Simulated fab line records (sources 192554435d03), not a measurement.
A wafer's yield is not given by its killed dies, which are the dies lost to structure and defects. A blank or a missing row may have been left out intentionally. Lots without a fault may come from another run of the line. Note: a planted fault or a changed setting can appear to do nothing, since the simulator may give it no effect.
Matching of chambers -- flow n5-finfet -- N5_BEOL_M2_ALD_84 on ald-metal-03: 4 sister chambers
The step deposits TaN, pulse time 2 s, purge time 3 s, co reactant purge time 2 s. 18 wafers are shown with their chamber, then 9 later ones without.

WAFERS PAIRED WITH THEIR CHAMBERS
wafer,chamber,heater-power-w (W),precursor-vessel-carrier-sccm (sccm),susceptor-temp-C (C)
L076.2,2,488,1002.0,274.91
L076.3,3,486,996.7,274.94
L076.6,0,389,998.4,275.06
L079.2,0,383,1003.7,274.93
L079.3,3,480,998.6,274.84
L079.5,2,482,1003.7,275.36
L083.1,2,486,1001.5,274.74
L083.2,3,495,997.9,275.21
L083.3,1,417,1001.9,275.05
L084.3,3,478,1003.4,274.87
L084.4,2,476,994.3,274.96
L084.6,3,486,998.4,274.96
L086.1,0,373,998.3,275.18
L086.4,2,496,995.9,274.96
L086.5,0,382,1001.4,275.29
L091.1,0,378,999.9,275.07
L091.4,3,482,993.8,275.09
L091.6,1,422,1000.6,275.17

SIGNATURES (means of the wafers above)
reading,chamber 0,chamber 1,chamber 2,chamber 3,scatter within a chamber
heater-power-w,381.00,419.50,485.60,484.50,6.31
precursor-vessel-carrier-sccm,1000.340,1001.250,999.480,998.133,3.14
susceptor-temp-C,275.1060,275.1100,274.9860,274.9850,0.166
Rule: distance of a wafer from a chamber = root of the sum over the readings of ((wafer's reading minus chamber's mean) / reading's scatter) squared. If the next closest chamber is less than 2 further off than the closest, the wafer can't be placed; otherwise it belongs to the closest. The scatter: the root of (the sum of the squares of (reading less its chamber's mean) over the shown wafers, divided by (wafers less chambers)).

WAFERS MISSING THEIR CHAMBER
wafer,heater-power-w (W),precursor-vessel-carrier-sccm (sccm),susceptor-temp-C (C)
L093.1,376,1001.5,274.86
L093.3,474,997.1,274.91
L093.5,416,997.5,274.94
L094.3,480,999.2,274.57
L094.5,414,1000.5,274.90
L094.6,471,998.4,274.73
L096.3,407,999.5,274.86
L096.4,386,1002.7,274.98
L096.5,410,995.5,274.51

WHICH CHAMBER EACH WENT THROUGH
wafer,from the rows above,in truth
L093.1,0,0
L093.3,can't be placed: 3 or 2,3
L093.5,1,1
L094.3,can't be placed: 3 or 2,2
L094.5,1,1
L094.6,can't be placed: 3 or 2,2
L096.3,can't be placed: 1 or 0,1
L096.4,0,0
L096.5,can't be placed: 1 or 0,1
4 of 9 placed correctly. These rows do not allow placing 5 (true chamber among the candidates in 5). Number placed wrongly: 0.
